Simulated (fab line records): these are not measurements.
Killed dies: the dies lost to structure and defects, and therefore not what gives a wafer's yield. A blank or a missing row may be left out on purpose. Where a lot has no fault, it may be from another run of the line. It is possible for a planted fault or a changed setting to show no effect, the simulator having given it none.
Matching of chambers | flow n5-finfet | N5_BEOL_M11_STRIP_67 on rie-diel-06 has 4 sister chambers
The step strips in CF4. 4 wafers are shown with their chamber, then 11 later ones without.

EACH WAFER AND ITS CHAMBER
wafer  | chamber | drypump-motor-current-A (A)
L089.1 | 0       | 5.78
L089.3 | 1       | 5.31
L089.4 | 3       | 5.87
L090.3 | 2       | 5.45

WAFERS WITH NO CHAMBER GIVEN
wafer  | drypump-motor-current-A (A)
L090.5 | 5.90
L090.6 | 5.75
L091.1 | 5.81
L091.4 | 5.88
L091.5 | 5.44
L097.1 | 5.34
L097.2 | 5.46
L097.3 | 5.78
L095.3 | 5.30
L095.5 | 5.87
L095.6 | 5.79

CHAMBER TAKEN BY EACH
wafer  | from the rows above     | in truth
L090.5 | 3                       | 3
L090.6 | 0                       | 0
L091.1 | can't be placed: 0 or 3 | 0
L091.4 | 3                       | 3
L091.5 | 2                       | 2
L097.1 | 1                       | 1
L097.2 | 2                       | 2
L097.3 | 0                       | 0
L095.3 | 1                       | 1
L095.5 | 3                       | 3
L095.6 | 0                       | 0
Placed correctly: 10 of 11. Not placeable from these rows: 1 (in 1, the candidates include the true chamber). Number placed wrongly: 0.
How it was worked out, from the rows above alone: a wafer's distance from a chamber is the root of the sum, over the readings, of the square of ((its reading less the chamber's mean) divided by the reading's scatter). The wafer belongs to the nearest chamber; if the next one is less than 2 further off, it can't be placed. The mean given for a chamber averages the wafers shown for that chamber. The scatter (one wafer shown for each chamber): square how far every hidden wafer sits from the nearest shown wafer, average those squares and take the square root.
